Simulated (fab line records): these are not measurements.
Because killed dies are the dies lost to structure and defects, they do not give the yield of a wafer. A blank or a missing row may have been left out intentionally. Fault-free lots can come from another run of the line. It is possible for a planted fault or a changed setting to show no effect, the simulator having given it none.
Struck lot and sound lot, side by side | flow nand-harc | 16 steps out of a route of 1302
Sound: wafers L462.2, L462.3, L462.6. Struck: wafers L465.1, L465.4 (left out: L465.2, a lot-mate that was not struck); the cause follows at the end.
Per side, at each step with rows, come the tool, then ch with its chambers, and then its first start. Under that, the readings that differ: sound wafers | struck wafers | difference of the means | sigmas: that difference in standard deviations of wafers without a fault.
alike: readings whose means differ by less than 2 such deviations, and words and numbers that are the same on both sides. not compared: withheld readings, readings that some wafer has no value for, bounds like >300 that may hide the same value, and numbers for which the record gives no deviation and whose values overlap.
A row with sigmas, a row that says differs or no value, or rows on one side alone: a step with any of these is where the two part. When numbers do not overlap yet have no deviation, they are printed without sigmas and do not part them. A reading missing from all wafers of one side parts the sides only when that side holds two or more wafers.

NHARC_A_SGD_CUT_CD_MEAS_09: target cd 100 nm.
  sound on cd-sem-03 ch 0, day 24 13:41; struck on cd-sem-01 ch 0, day 25 11:35
  alike: cd-nm
NHARC_A_SGD_CUT_OVL_MEAS_10:
  sound on overlay-01 at day 24 13:46; struck on overlay-02 at day 25 11:40
  alike: overlay-x-nm, overlay-y-nm
NHARC_A_SGD_CUT_INSPECT_11:
  sound on defect-inspect-01 at day 24 13:48; struck on defect-inspect-02 at day 25 11:42
  alike: raw-defect-count
NHARC_A_SGD_CUT_DESCUM_14: chemistry O2, time 3 s.
  sound on rie-diel-03 ch 1,2,3, day 24 13:53; struck on rie-diel-01 ch 0,3, day 25 11:46
  alike: drypump-motor-current-A, oes-product-au, rf-vpp-V, showerhead-plenum-p-Torr, throttle-valve-pct
  not compared: rf-hours-counter-h
then, 1 step without rows for these wafers: NHARC_A_SGD_CUT_ETCH_58 (etches the open film in CF4, target depth 39 nm, time 65 s).
NHARC_A_SGD_CUT_ETCH_59: etches the open film in N2/H2, target depth 260 nm, time 406.25 s.
  sound on rie-diel-03 ch 1,2,3; struck on rie-diel-01 ch 1,2
  alike: drypump-motor-current-A, n2-flow-sccm, oes-product-au, rf-vpp-V, showerhead-plenum-p-Torr, throttle-valve-pct
  not compared: rf-hours-counter-h
NHARC_A_SGD_CUT_ETCH_15: etches the open film in CH3F/O2, target depth 75 nm, time 64.3 s.
  sound on rie-diel-03 ch 0,2,3; struck on rie-diel-01 ch 0,3
  alike: ch3f-flow-sccm, drypump-motor-current-A, oes-product-au, rf-vpp-V, showerhead-plenum-p-Torr, throttle-valve-pct
  not compared: rf-hours-counter-h
NHARC_A_SGD_CUT_ETCH_16: etches the open film in C4F8/O2/Ar, target depth 310.5 nm, time 155.2 s.
  sound on rie-diel-03 ch 0,1; struck on rie-diel-01 ch 1,3
  alike: oes-product-au, rf-vpp-V
  not compared: rf-hours-counter-h
then, 1 step without rows for these wafers: NHARC_A_SGD_CUT_STRIP_60 (strips in C4F8/O2/Ar).
NHARC_A_SGD_CUT_STRIP_17: strips in O2.
  sound on rie-diel-03 ch 2,3; struck on rie-diel-01 ch 1,2
  alike: drypump-motor-current-A, oes-product-au, rf-vpp-V, showerhead-plenum-p-Torr, throttle-valve-pct
  not compared: rf-hours-counter-h
then, 2 steps without rows for these wafers: NHARC_A_SGD_CUT_PRECLEAN_18 (cleans in SC1); NHARC_A_SGD_CUT_SRD_19.
NHARC_A_SGD_CUT_DEP_20: deposits SiO2, target thk 150 nm.
  sound on fcvd-01 ch 0,1, day 24 14:59; struck on fcvd-02 ch 0,1, day 25 13:04
then, 1 step without rows for these wafers: NHARC_A_SGD_CUT_ANNEAL_27 (time 1800 s).
NHARC_A_SGD_CUT_CMP_21: polishes, target thk 148.19 nm.
  sound on cmp-03 ch 0,3, day 24 20:02; struck on cmp-03 ch 0,2, day 25 17:30
  reading                | sound          | struck    | difference | sigmas
  time-to-endpoint-s (s) | 48.8 45.1 49.6 | 93.9 96.5 | +47.4      | +18
  alike: motor-current-A
NHARC_A_SGD_CUT_THK_MEAS_22: measures by ellipsometry.
  sound on film-metro-02 at day 24 20:16; struck on film-metro-02 at day 25 17:44
  alike: thk-nm

== WHERE THEY PART ==
Only at NHARC_A_SGD_CUT_CMP_21, within this record. Later steps at which nothing parts them and some readings are alike: NHARC_A_SGD_CUT_THK_MEAS_22.

WHY: what had been put in by the simulator
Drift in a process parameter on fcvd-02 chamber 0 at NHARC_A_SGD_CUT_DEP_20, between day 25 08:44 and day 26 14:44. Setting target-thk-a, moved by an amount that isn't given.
